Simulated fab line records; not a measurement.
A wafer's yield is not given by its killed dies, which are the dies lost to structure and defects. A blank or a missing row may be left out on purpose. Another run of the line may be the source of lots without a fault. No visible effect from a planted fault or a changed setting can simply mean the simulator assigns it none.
What tool caused it? -- flow nand_harc -- Sampling: 6 lots, 18 wafers, 3 of 1302 route steps

## WHAT EACH GAUGE READ, for each wafer
NHARC_A_ONON_D2_THK_MEAS_14: measures by ellipsometry.
lot,measured,on,thk_nm (nm)
L563,day 12 18:50,film_metro-01,995 993 994
L568,day 14 16:29,film_metro-02,999 999 998
L569,day 15 12:05,film_metro-02,984 985 982
L572,day 16 21:14,film_metro-01,997 998 1000
L578,day 19 12:11,film_metro-02,999 998 997
L585,day 22 00:53,film_metro-02,1002 1611 1002

## WHICH TOOL RAN EACH LOT (tool, then ch and the chambers of the sampled wafers, then the start)
lot,NHARC_A_CHANNEL_FILL_D1_STRIP_29,NHARC_A_ONON_D2_DEP_12
L563,"rie_diel-10 ch 0,1,3, day 12 18:20 or earlier","pecvd_onon-01 ch 0, day 12 18:20"
L568,"rie_diel-07 ch 0,2,3, day 14 16:05 or earlier","pecvd_onon-02 ch 0, day 14 16:05"
L569,"rie_diel-10 ch 0,3, day 15 11:44 or earlier","pecvd_onon-01 ch 0, day 15 11:44"
L572,"rie_diel-07 ch 0,2,3, day 16 20:43 or earlier","pecvd_onon-02 ch 0, day 16 20:43"
L578,"rie_diel-11 ch 1,2,3, day 19 11:40 or earlier","pecvd_onon-02 ch 0, day 19 11:40"
L585,"rie_diel-11 ch 0,3, day 22 00:30 or earlier","pecvd_onon-02 ch 0, day 22 00:30"
- NHARC_A_CHANNEL_FILL_D1_STRIP_29: strips in O2, time 20 s.
- NHARC_A_ONON_D2_DEP_12: target thk 1000 nm.

## THE ANSWER, worked out from the rows above alone
Rule: the lots themselves supply what counts as usual. The widest of any qualifying gaps counts: lots, ordered by their means at a reading, are off when they make up no more than a third of the lots, leave a main group of 4 or more, and stand apart from it by 3 or more times the standard deviation of that group's means. The tables above print the reading to a certain number of digits; a main group whose means all agree to those digits is not used. Also off: a lot with no number at a reading for which 4 or more lots have one. Where the step has rows for the other lots, those lots are counted as sound.
Off at NHARC_A_ONON_D2_THK_MEAS_14 (thk_nm): L585. Mean 995 nm and standard deviation 5.7 in the main group.
A tool fits if, at a process step before that reading, it ran every lot that is off, and no sound lot after the first of them. Those tools and the gauges at NHARC_A_ONON_D2_THK_MEAS_14 are tried in the same way. NHARC_A_CHANNEL_FILL_D1_STRIP_29: start missing for some lots; hours and lot order therefore follow NHARC_A_ONON_D2_DEP_12. Can't be told from this: 3 tools fit, rie_diel-11 at NHARC_A_CHANNEL_FILL_D1_STRIP_29, pecvd_onon-02 at NHARC_A_ONON_D2_DEP_12, film_metro-02 at NHARC_A_ONON_D2_THK_MEAS_14.

## WHAT WAS PUT IN BY THE SIMULATOR
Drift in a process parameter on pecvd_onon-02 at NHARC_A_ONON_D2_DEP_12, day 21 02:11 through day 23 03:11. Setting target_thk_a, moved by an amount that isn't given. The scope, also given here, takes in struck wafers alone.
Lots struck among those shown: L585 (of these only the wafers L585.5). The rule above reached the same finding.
